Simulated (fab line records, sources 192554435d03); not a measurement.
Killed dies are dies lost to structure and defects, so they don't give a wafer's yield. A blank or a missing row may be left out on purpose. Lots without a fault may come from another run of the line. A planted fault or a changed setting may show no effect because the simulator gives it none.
Which tool did it? | flow n5_finfet | 24 lots, 72 wafers sampled, at 5 steps of a route of 1938

WHAT THE GAUGES READ, wafer by wafer
N5_BEOL_M6_THK_MEAS_01. Usual: M6_ILD_THK 155.8 nm, standard deviation 1.9.
lot  | measured     | on            | M6_ILD_THK (nm)   | flag
L074 | day 8 08:13  | film_metro-01 | 152.2 157.6 154.4 |
L075 | day 8 23:01  | film_metro-02 | 155.5 154.0 159.3 |
L076 | day 9 00:52  | film_metro-01 | 155.3 153.2 153.7 |
L077 | day 9 09:14  | film_metro-01 | 154.7 155.6 157.0 |
L078 | day 9 11:00  | film_metro-01 | 150.9 153.9 154.9 |
L079 | day 9 18:32  | film_metro-02 | 160.5 158.8 155.8 |
L080 | day 10 01:07 | film_metro-01 | 154.9 156.6 158.5 |
L082 | day 10 10:22 | film_metro-01 | 154.7 156.0 157.3 |
L081 | day 10 12:25 | film_metro-01 | 156.6 158.8 157.6 |
L083 | day 10 13:45 | film_metro-01 | 156.2 153.2 156.8 |
L084 | day 10 15:28 | film_metro-02 | 153.8 154.9 155.8 |
L085 | day 11 07:10 | film_metro-02 | 154.1 154.3 158.5 |
L086 | day 11 14:58 | film_metro-01 | 154.9 155.2 156.8 |
L088 | day 11 16:50 | film_metro-02 | 153.9 152.9 154.1 |
L087 | day 11 17:46 | film_metro-02 | 153.5 154.7 156.7 |
L089 | day 12 13:28 | film_metro-02 | 154.8 156.9 156.9 |
L090 | day 12 20:55 | film_metro-01 | 153.6 156.0 156.3 |
L091 | day 12 21:28 | film_metro-01 | 156.5 158.1 159.7 |
L093 | day 13 01:48 | film_metro-01 | 155.5 156.1 156.5 |
L092 | day 13 01:35 | film_metro-01 | 155.5 154.3 155.5 |
L094 | day 13 11:59 | film_metro-01 | 153.4 155.2 156.3 |
L095 | day 13 15:04 | film_metro-01 | 155.3 156.3 158.4 |
L097 | day 14 04:10 | film_metro-01 | 155.4 158.7 157.8 |
L096 | day 14 05:40 | film_metro-01 | 154.8 153.2 159.6 |

WHICH TOOL RAN EACH LOT (tool, then ch and the chambers of the sampled wafers, then the start)
lot  | N5_BEOL_M5_HM_OPEN_17             | N5_BEOL_M5_ETCH_41                            | N5_BEOL_M5_SPUTTER_88        | N5_BEOL_M5_DEP_56
L074 | rie_metal-02 ch 0,1, day 7 22:37  | rie_diel-05 ch 0,2,3, day 8 04:52 or earlier  | pvd_sputter-02, day 8 04:52  | pecvd-02 ch 1,2, day 8 06:58
L075 | rie_metal-03 ch 0,1, day 8 12:58  | rie_diel-06 ch 0,2,3, day 8 20:13 or earlier  | pvd_sputter-01, day 8 20:13  | pecvd-04 ch 1,2, day 8 22:17
L076 | rie_metal-03 ch 0,1, day 8 15:05  | rie_diel-05 ch 0,1,3, day 8 22:01 or earlier  | pvd_sputter-02, day 8 22:01  | pecvd-03 ch 0,2, day 9 00:07
L077 | rie_metal-01 ch 0,1, day 8 18:49  | rie_diel-05 ch 0,2,3, day 9 06:27 or earlier  | pvd_sputter-03, day 9 06:27  | pecvd-04 ch 0,2, day 9 08:32
L078 | rie_metal-01 ch 0,1, day 9 01:14  | rie_diel-06 ch 1,3, day 9 08:11 or earlier    | pvd_sputter-01, day 9 08:11  | pecvd-02 ch 0,2, day 9 10:17
L079 | rie_metal-02 ch 0,1, day 9 09:18  | rie_diel-03 ch 1,2, day 9 15:44 or earlier    | pvd_sputter-02, day 9 15:44  | pecvd-04 ch 0,1,2, day 9 17:50
L080 | rie_metal-02 ch 0,1, day 9 16:29  | rie_diel-05 ch 0,1,3, day 9 22:19 or earlier  | pvd_sputter-02, day 9 22:19  | pecvd-02 ch 1,2, day 10 00:23
L082 | rie_metal-01 ch 0,1, day 10 00:33 | rie_diel-05 ch 0,1,2, day 10 07:33 or earlier | pvd_sputter-02, day 10 07:33 | pecvd-02 ch 1,2, day 10 09:38
L081 | rie_metal-02 ch 0,1, day 10 03:31 | rie_diel-06 ch 1,2,3, day 10 09:36 or earlier | pvd_sputter-01, day 10 09:36 | pecvd-03 ch 1,2, day 10 11:41
L083 | rie_metal-02 ch 0,1, day 10 04:46 | rie_diel-06 ch 0,1,3, day 10 10:58 or earlier | pvd_sputter-03, day 10 10:58 | pecvd-03 ch 1,2, day 10 13:02
L084 | rie_metal-03 ch 0,1, day 10 05:34 | rie_diel-06 ch 0,1,3, day 10 12:25 or earlier | pvd_sputter-02, day 10 12:25 | pecvd-04 ch 0,1,2, day 10 14:44
L085 | rie_metal-01 ch 0,1, day 10 21:22 | rie_diel-05 ch 1,2,3, day 11 03:43 or earlier | pvd_sputter-02, day 11 03:43 | pecvd-04 ch 0,1, day 11 06:28
L086 | rie_metal-01 ch 0,1, day 11 05:10 | rie_diel-03 ch 0,1,2, day 11 12:10 or earlier | pvd_sputter-03, day 11 12:10 | pecvd-02 ch 1,2, day 11 14:14
L088 | rie_metal-02 ch 0,1, day 11 07:42 | rie_diel-03 ch 0,1,3, day 11 13:47 or earlier | pvd_sputter-02, day 11 13:47 | pecvd-02 ch 0,1,2, day 11 16:07
L087 | rie_metal-01 ch 0,1, day 11 08:13 | rie_diel-05 ch 1,2, day 11 14:31 or earlier   | pvd_sputter-01, day 11 14:31 | pecvd-02 ch 0,1,2, day 11 17:04
L089 | rie_metal-01 ch 0,1, day 12 03:45 | rie_diel-03 ch 0,3, day 12 09:40 or earlier   | pvd_sputter-02, day 12 09:40 | pecvd-03 ch 0,1,2, day 12 12:46
L090 | rie_metal-03 ch 0,1, day 12 08:47 | rie_diel-06 ch 1,2,3, day 12 18:05 or earlier | pvd_sputter-01, day 12 18:05 | pecvd-02 ch 1,2, day 12 20:13
L091 | rie_metal-02 ch 0,1, day 12 12:19 | rie_diel-05 ch 0,1,2, day 12 18:21 or earlier | pvd_sputter-02, day 12 18:21 | pecvd-03 ch 0,2, day 12 20:45
L093 | rie_metal-03 ch 0,1, day 12 14:31 | rie_diel-06 ch 0,1,3, day 12 22:35 or earlier | pvd_sputter-01, day 12 22:35 | pecvd-04 ch 2, day 13 01:05
L092 | rie_metal-01 ch 0,1, day 12 15:25 | rie_diel-05 ch 0,2,3, day 12 22:15 or earlier | pvd_sputter-03, day 12 22:15 | pecvd-02 ch 0,1,2, day 13 00:52
L094 | rie_metal-01 ch 0,1, day 13 03:37 | rie_diel-06 ch 0,1,2, day 13 09:13 or earlier | pvd_sputter-03, day 13 09:13 | pecvd-03 ch 0,1,2, day 13 11:17
L095 | rie_metal-01 ch 0,1, day 13 06:09 | rie_diel-06 ch 0,3, day 13 12:04 or earlier   | pvd_sputter-01, day 13 12:04 | pecvd-02 ch 0,1,2, day 13 14:10
L097 | rie_metal-03 ch 0,1, day 13 18:17 | rie_diel-06 ch 1,2, day 14 01:11 or earlier   | pvd_sputter-02, day 14 01:11 | pecvd-03 ch 1,2, day 14 03:26
L096 | rie_metal-03 ch 0,1, day 13 19:00 | rie_diel-03 ch 0,1,3, day 14 02:53 or earlier | pvd_sputter-03, day 14 02:53 | pecvd-03 ch 0,2, day 14 04:58
- N5_BEOL_M5_HM_OPEN_17: chemistry Cl2/BCl3, target TiN, target depth 20 nm, overetch 6 nm.
- N5_BEOL_M5_ETCH_41: etches SiCN in CH3F/O2, target depth 31.5 nm, time 56.7 s.
- N5_BEOL_M5_SPUTTER_88: material Cu, target thk 15 nm, time 27.62 s.
- N5_BEOL_M5_DEP_56: deposits SiCN from 3MS/NH3, target thk 8 nm, time 14 s.

WHAT THE TOOLS THEMSELVES READ (means of the sampled wafers that have a number; where no wafer has one, the mark that the record gives instead)
N5_BEOL_M5_HM_OPEN_17. Usual: drypump_motor_current_A 6.0 A, standard deviation 0.46; mfc_ar_sccm 25.00 sccm, standard deviation 0.078; oes_product_au 0.66 a.u., standard deviation 0.067; throttle_valve_pct 22.17 %, standard deviation 0.17.
lot  | tool         | drypump_motor_current_A (A) | mfc_ar_sccm (sccm) | oes_product_au (a.u.) | throttle_valve_pct (%) | flag
L074 | rie_metal-02 | 6.5                         | 24.99              | 0.69                  | 21.97                  |
L075 | rie_metal-03 | 5.9                         | 25.02              | 0.70                  | 22.13                  |
L076 | rie_metal-03 | 5.6                         | 25.03              | 0.75                  | 22.19                  |
L077 | rie_metal-01 | 5.7                         | 24.95              | 0.64                  | 22.21                  |
L078 | rie_metal-01 | 5.7                         | 25.02              | 0.65                  | 22.18                  |
L079 | rie_metal-02 | 6.6                         | 25.07              | 0.68                  | 22.17                  |
L080 | rie_metal-02 | 6.6                         | 24.96              | 0.68                  | 22.16                  |
L082 | rie_metal-01 | 5.9                         | 24.98              | 0.60                  | 22.26                  |
L081 | rie_metal-02 | 6.6                         | 25.01              | 0.69                  | 22.16                  |
L083 | rie_metal-02 | 6.5                         | 25.03              | 0.67                  | 22.00                  |
L084 | rie_metal-03 | 5.9                         | 24.94              | 0.69                  | 22.13                  |
L085 | rie_metal-01 | 5.7                         | 25.03              | 0.63                  | 22.21                  |
L086 | rie_metal-01 | 5.7                         | 24.95              | 0.63                  | 22.21                  |
L088 | rie_metal-02 | 6.5                         | 24.97              | 0.67                  | 22.02                  |
L087 | rie_metal-01 | 5.9                         | 24.92              | 0.59                  | 22.27                  |
L089 | rie_metal-01 | 5.7                         | 25.02              | 0.63                  | 22.19                  |
L090 | rie_metal-03 | 5.6                         | 25.00              | 0.72                  | 22.20                  |
L091 | rie_metal-02 | 6.6                         | 25.06              | 0.66                  | 22.19                  |
L093 | rie_metal-03 | 5.9                         | 24.98              | 0.67                  | 22.14                  |
L092 | rie_metal-01 | 5.9                         | 25.00              | 0.58                  | 22.29                  |
L094 | rie_metal-01 | 5.9                         | 25.05              | 0.59                  | 22.26                  |
L095 | rie_metal-01 | 5.8                         | 25.04              | 0.62                  | 22.22                  |
L097 | rie_metal-03 | 5.9                         | 25.07              | 0.66                  | 22.16                  |
L096 | rie_metal-03 | 5.6                         | 24.97              | 0.71                  | 22.20                  |

N5_BEOL_M5_ETCH_41. Usual: O2_flow_sccm 19.99 sccm, standard deviation 0.056; drypump_motor_current_A 5.6 A, standard deviation 0.48; mfc_ar_sccm 150.0 sccm, standard deviation 0.49; oes_product_au 0.79 a.u., standard deviation 0.087; rf_vpp_V 297.4 V, standard deviation 1.6; showerhead_plenum_p_Torr 2.01 Torr, standard deviation 0.065; throttle_valve_pct 16.36 %, standard deviation 0.21.
lot  | tool        | O2_flow_sccm (sccm) | drypump_motor_current_A (A) | mfc_ar_sccm (sccm) | oes_product_au (a.u.) | rf_vpp_V (V) | showerhead_plenum_p_Torr (Torr) | throttle_valve_pct (%) | flag
L074 | rie_diel-05 | 19.97               | 5.6                         | 150.2              | 0.73                  | 297.2        | 2.02                            | 16.37                  |
L075 | rie_diel-06 | 19.99               | 6.0                         | 150.1              | 0.81                  | 297.4        | 1.96                            | 16.45                  |
L076 | rie_diel-05 | 20.01               | 5.4                         | 149.8              | 0.73                  | 297.2        | 1.99                            | 16.41                  |
L077 | rie_diel-05 | 19.97               | 5.6                         | 149.4              | 0.72                  | 298.2        | 2.02                            | 16.37                  |
L078 | rie_diel-06 | 20.01               | 5.8                         | 150.3              | 0.87                  | 297.8        | 2.03                            | 16.25                  |
L079 | rie_diel-03 | 19.98               | 4.9                         | 150.1              | 0.86                  | 297.2        | 2.00                            | 16.00                  |
L080 | rie_diel-05 | 19.99               | 5.4                         | 149.7              | 0.82                  | 298.4        | 2.07                            | 16.27                  |
L082 | rie_diel-05 | 19.96               | 5.6                         | 149.8              | 0.80                  | 298.4        | 2.03                            | 16.38                  |
L081 | rie_diel-06 | 20.00               | 5.9                         | 150.0              | 0.82                  | 297.2        | 2.00                            | 16.39                  |
L083 | rie_diel-06 | 19.95               | 5.9                         | 150.2              | 0.82                  | 297.4        | 2.00                            | 16.35                  |
L084 | rie_diel-06 | 20.00               | 5.9                         | 149.7              | 0.82                  | 297.4        | 2.00                            | 16.35                  |
L085 | rie_diel-05 | 20.00               | 5.7                         | 149.9              | 0.88                  | 298.2        | 2.06                            | 16.29                  |
L086 | rie_diel-03 | 20.07               | 5.1                         | 150.2              | 0.76                  | 297.5        | 2.03                            | 16.21                  |
L088 | rie_diel-03 | 19.96               | 5.2                         | 149.8              | 0.73                  | 297.8        | 2.05                            | 16.34                  |
L087 | rie_diel-05 | 19.98               | 5.9                         | 150.5              | 0.95                  | 297.6        | 2.02                            | 16.24                  |
L089 | rie_diel-03 | 19.91               | 5.2                         | 149.9              | 0.76                  | 297.6        | 2.03                            | 16.29                  |
L090 | rie_diel-06 | 20.03               | 5.9                         | 150.0              | 0.79                  | 297.2        | 1.99                            | 16.43                  |
L091 | rie_diel-05 | 20.02               | 5.6                         | 149.9              | 0.85                  | 297.7        | 2.03                            | 16.26                  |
L093 | rie_diel-06 | 19.98               | 5.8                         | 150.1              | 0.80                  | 297.6        | 1.99                            | 16.39                  |
L092 | rie_diel-05 | 20.02               | 5.6                         | 150.1              | 0.80                  | 297.7        | 2.01                            | 16.27                  |
L094 | rie_diel-06 | 19.98               | 5.5                         | 150.2              | 0.75                  | 296.3        | 1.95                            | 16.58                  |
L095 | rie_diel-06 | 19.99               | 5.9                         | 150.2              | 0.77                  | 296.7        | 1.95                            | 16.48                  |
L097 | rie_diel-06 | 19.98               | 5.5                         | 149.7              | 0.79                  | 297.0        | 1.98                            | 16.51                  |
L096 | rie_diel-03 | 19.94               | 5.2                         | 149.5              | 0.72                  | 298.4        | 2.04                            | 16.37                  |

N5_BEOL_M5_SPUTTER_88. Usual: susceptor_temp_C -20.01 C, standard deviation 0.11; throttle_valve_pct 29.5 %, standard deviation 0.83.
lot  | tool           | susceptor_temp_C (C) | throttle_valve_pct (%) | flag
L074 | pvd_sputter-02 | -20.10               | 29.2                   |
L075 | pvd_sputter-01 | -20.00               | 29.6                   |
L076 | pvd_sputter-02 | -20.00               | 29.5                   |
L077 | pvd_sputter-03 | -20.08               | 30.0                   |
L078 | pvd_sputter-01 | -19.95               | 30.7                   |
L079 | pvd_sputter-02 | -20.05               | 29.4                   |
L080 | pvd_sputter-02 | -20.03               | 29.5                   |
L082 | pvd_sputter-02 | -20.02               | 29.2                   |
L081 | pvd_sputter-01 | -20.16               | 29.9                   |
L083 | pvd_sputter-03 | -20.10               | 29.7                   |
L084 | pvd_sputter-02 | -19.96               | 29.5                   |
L085 | pvd_sputter-02 | -20.02               | 29.7                   |
L086 | pvd_sputter-03 | -19.94               | 29.7                   |
L088 | pvd_sputter-02 | -20.13               | 29.3                   |
L087 | pvd_sputter-01 | -19.98               | 29.9                   |
L089 | pvd_sputter-02 | -20.01               | 29.3                   |
L090 | pvd_sputter-01 | -20.03               | 29.7                   |
L091 | pvd_sputter-02 | -19.94               | 29.4                   |
L093 | pvd_sputter-01 | -20.07               | 29.6                   |
L092 | pvd_sputter-03 | -20.01               | 29.6                   |
L094 | pvd_sputter-03 | -19.88               | 29.5                   |
L095 | pvd_sputter-01 | -20.07               | 29.5                   |
L097 | pvd_sputter-02 | -19.90               | 29.4                   |
L096 | pvd_sputter-03 | -20.02               | 29.5                   |

N5_BEOL_M5_DEP_56. Usual: showerhead_plenum_p_Torr 3.669 Torr, standard deviation 0.014; throttle_valve_pct 9.0 %, standard deviation 0.38.
lot  | tool     | showerhead_plenum_p_Torr (Torr) | throttle_valve_pct (%) | flag
L074 | pecvd-02 | 3.662                           | 8.6                    |
L075 | pecvd-04 | 3.668                           | 9.4                    |
L076 | pecvd-03 | 3.680                           | 8.8                    |
L077 | pecvd-04 | 3.668                           | 9.2                    |
L078 | pecvd-02 | 3.679                           | 8.9                    |
L079 | pecvd-04 | 3.660                           | 9.5                    |
L080 | pecvd-02 | 3.662                           | 8.4                    |
L082 | pecvd-02 | 3.659                           | 8.7                    |
L081 | pecvd-03 | 3.663                           | 9.1                    |
L083 | pecvd-03 | 3.663                           | 9.0                    |
L084 | pecvd-04 | 3.667                           | 9.4                    |
L085 | pecvd-04 | 3.663                           | 9.4                    |
L086 | pecvd-02 | 3.665                           | 8.5                    |
L088 | pecvd-02 | 3.675                           | 8.6                    |
L087 | pecvd-02 | 3.670                           | 8.8                    |
L089 | pecvd-03 | 3.667                           | 9.0                    |
L090 | pecvd-02 | 3.662                           | 8.7                    |
L091 | pecvd-03 | 3.661                           | 9.0                    |
L093 | pecvd-04 | 3.678                           | 9.2                    |
L092 | pecvd-02 | 3.671                           | 8.8                    |
L094 | pecvd-03 | 3.670                           | 8.9                    |
L095 | pecvd-02 | 3.671                           | 8.8                    |
L097 | pecvd-03 | 3.662                           | 9.1                    |
L096 | pecvd-03 | 3.674                           | 8.9                    |

THE ANSWER, worked out from the rows above alone
Rule: a lot is off if the mean of its wafers that have a number lies more than 3 standard deviations from the usual mean. A lot without any number at a reading at which 4 lots or more have one is off too. The other lots that the step has rows for count as sound. The gauges are gone through in route order, then the tools' own readings, and for those a lot's mean is taken as printed above. The first step at which some lot is off is used, and at that step the reading that is off furthest; a lot without a number counts as furthest.
No lot is off at any reading shown: from this, nothing can be told.

WHAT THE SIMULATOR HAD PUT IN
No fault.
